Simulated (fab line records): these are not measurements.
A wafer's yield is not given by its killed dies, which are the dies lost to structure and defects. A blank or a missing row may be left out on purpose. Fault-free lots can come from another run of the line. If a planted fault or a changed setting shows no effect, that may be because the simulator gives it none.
Which of the tools did it? | flow nand-harc | Sampling: 6 lots, 18 wafers, 4 of 1302 route steps

WHAT THE GAUGES READ, wafer by wafer
NHARC_P_GATE_CD_MEAS_91: the cd target is 2000 nm.
lot  | measured     | on        | cd-nm (nm)
L497 | day 6 10:22  | cd-sem-01 | 1999.0 2000.7 2000.0
L499 | day 7 12:25  | cd-sem-03 | 1999.4 2000.1 1999.2
L502 | day 8 21:34  | cd-sem-01 | 2001.6 1998.7 1999.8
L506 | day 10 09:05 | cd-sem-03 | 1997.4 1998.0 1998.5
L511 | day 12 02:49 | cd-sem-03 | 1977.6 1976.0 1979.0 1977.6 1975.7 1979.0
L518 | day 15 05:32 | cd-sem-03 | 1999.0 1999.7 1999.5

TOOL THAT RAN EACH LOT (tool first, then ch and the chambers of the sampled wafers, then the start)
lot  | NHARC_P_GATE_DESCUM_31             | NHARC_P_GATE_ETCH_104              | NHARC_P_GATE_EXPOSE_88
L497 | rie-diel-07 ch 0,1,3, day 5 19:08  | rie-diel-07 ch 1,2, day 5 19:13    | krf-scanner-02 ch 0, day 6 10:13
L499 | rie-diel-06 ch 1,2,3, day 6 20:44  | rie-diel-06 ch 0,1, day 6 20:48    | krf-scanner-03 ch 0, day 7 12:16
L502 | rie-diel-09 ch 0,1,2, day 8 06:20  | rie-diel-09 ch 0,1,2, day 8 06:25  | krf-scanner-02 ch 0, day 8 21:25
L506 | rie-diel-06 ch 0,2,3, day 9 17:43  | rie-diel-06 ch 1,2, day 9 17:47    | krf-scanner-03 ch 0, day 10 08:55
L511 | rie-diel-09 ch 0,1,2, day 11 11:35 | rie-diel-09 ch 1,2, day 11 11:40   | krf-scanner-01 ch 0, day 12 02:39
L518 | rie-diel-07 ch 0,1,3, day 14 14:04 | rie-diel-07 ch 0,1,2, day 14 14:08 | krf-scanner-03 ch 0, day 15 05:22
- NHARC_P_GATE_DESCUM_31: chemistry O2, time 3 s.
- NHARC_P_GATE_ETCH_104: etches the open film in CF4/CHF3, target depth 60 nm.
- NHARC_P_GATE_EXPOSE_88: exposes mask P HVN, target cd 2000 nm.

THE ANSWER, worked out from the rows above alone
Rule: the usual values come from the lots themselves. The widest of any qualifying gaps counts: lots, ordered by their means at a reading, are off when they make up no more than a third of the lots, leave a main group of 4 or more, and stand apart from it by 3 or more times the standard deviation of that group's means. A main group whose means are all the same, to the digits that the tables above print for the reading, isn't used. Also off: a lot with no number at a reading for which 4 or more lots have one. Any other lot the step has rows for is counted as sound.
Off at NHARC_P_GATE_CD_MEAS_91 (cd-nm): L511. The main group has a mean of 1999.4 nm with a standard deviation of 0.74.
If a tool, at a process step before that reading, ran all the lots that are off and no sound lot after the first of them, it fits. Gauges at NHARC_P_GATE_CD_MEAS_91: tried the same way as those tools. Can't be told from this: 2 tools fit, rie-diel-09 at NHARC_P_GATE_DESCUM_31 and NHARC_P_GATE_ETCH_104, krf-scanner-01 at NHARC_P_GATE_EXPOSE_88.

WHAT THE SIMULATOR HAD PUT IN
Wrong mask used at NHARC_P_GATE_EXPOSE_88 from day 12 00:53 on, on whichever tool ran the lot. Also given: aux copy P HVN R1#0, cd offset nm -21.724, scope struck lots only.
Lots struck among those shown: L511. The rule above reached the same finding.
